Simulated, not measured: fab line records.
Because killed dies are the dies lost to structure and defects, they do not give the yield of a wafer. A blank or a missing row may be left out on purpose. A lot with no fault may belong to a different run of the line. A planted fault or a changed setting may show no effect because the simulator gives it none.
A struck lot beside a sound one | flow nand-harc | 15 steps out of a route of 1159
Sound: the wafers L117.1, L117.3, L117.4. Wafers L125.1, L125.3, L125.4 were the ones struck. Last of all comes the cause.
Each step with rows lists, per side, the tool, then ch with its chambers, then its first start. Under that, the readings that differ: sound wafers | struck wafers | difference of the means | sigmas: that difference in standard deviations of wafers without a fault.
alike: readings with means less than 2 such deviations apart, plus words and numbers identical on both sides. not compared: withheld readings, readings lacking a value on some wafer, bounds such as >300 that could conceal the same value, and numbers that have no deviation in the record and whose values overlap.
A row with sigmas, a row that says differs or no value, or rows on one side alone: a step with any of these is where the two part. Non-overlapping numbers with no deviation appear without sigmas and do not part them. A reading missing from all wafers of one side parts the sides only when that side holds two or more wafers.

first, 1 step without rows for these wafers: NHARC_THIN_TSV_ETCH_15 (target depth 3000 nm, bosch target overetch cycles 2, bosch etch step 2.8 s).
NHARC_THIN_TSV_CD_MEAS_16:
  sound on cd-sem-03, day 19 08:53; struck on cd-sem-02, day 21 22:17
  alike: cd-nm
then, 4 steps without rows for these wafers: NHARC_THIN_TSV_STRIP_45 (strips in O2); NHARC_THIN_TSV_STRIP_46 (strips in post etch residue remover, time 1200 s); NHARC_THIN_TSV_DEP_47 (deposits SiO2, target thk 200 nm); NHARC_THIN_TSV_ETCHBACK_48 (etches the open film in C4F8/Ar, target depth 1028.5 nm, time 405.17 s).
NHARC_THIN_TSV_STRIP_62: strips in N2/H2, time 20 s.
  sound on plasma-asher-02 ch 0,1, day 19 10:37; struck on plasma-asher-01 ch 0,1, day 22 00:04
  alike: drypump-motor-current-A, heater-power-w, rf-refl-power-W
  not compared: rf-hours-counter-h
then, 1 step without rows for these wafers: NHARC_THIN_TSV_DEGAS_49 (time 120 s).
NHARC_THIN_TSV_PRE_CLEAN_50: time 30 s.
  sound on pvd-sputter-02; struck on pvd-sputter-01
  alike: heater-power-w
NHARC_THIN_TSV_PVD_19: deposits TaN, target thk 20 nm.
  sound on pvd-sputter-02; struck on pvd-sputter-01
  alike: throttle-valve-pct
NHARC_THIN_TSV_PVD_51: deposits Cu, target thk 100 nm.
  sound on pvd-sputter-02; struck on pvd-sputter-01
  alike: throttle-valve-pct
then, 1 step without rows for these wafers: NHARC_THIN_TSV_ECD_20 (material Cu, target thk 2000 nm).
NHARC_THIN_TSV_ANNEAL_52: time 90 s.
  struck on rtp-anneal-01, day 22 01:31; sound on rtp-anneal-01 ch 0, day 19 11:56
  no value came back on the struck wafers for anneal-temp-c (C), anneal-temp-c-max, time-s (s), wafer_temp_C_max; on the sound wafers anneal-temp-c (C) reads 224.93 224.94 225.05
NHARC_THIN_TSV_CMP_21: polishes, t overpolish 30 s, target thk 2000 nm.
  sound on cmp-01 ch 0,1,3, day 19 12:17; struck on cmp-02 ch 0,2,3, day 22 01:51
  alike: motor-current-A, overpolish-run-s, pad-life-wafers
NHARC_END_SORT_01:
  sound on prober-01 ch 0, day 19 22:03; struck on prober-01 ch 0, day 22 11:43
  alike: defect-limited-yield, killed-at-array, killed-at-other, killed-at-periphery, killed-dies, killed-open, killed-short, sort_bin_2_pct, sort_bin_3_pct, sort_bin_4_pct, sort-n-pass, sort-rim-yield-pct, sort-yield-pct

== WHERE THEY PART ==
At NHARC_THIN_TSV_ANNEAL_52 and nowhere else, as far as this record goes. Later steps at which nothing parts them and some readings are alike: NHARC_THIN_TSV_CMP_21, NHARC_END_SORT_01.

WHY: whatever the simulator had introduced
Step skipped in full: rtp-anneal-01, at NHARC_THIN_TSV_ANNEAL_52, from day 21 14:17 onward. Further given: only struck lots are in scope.
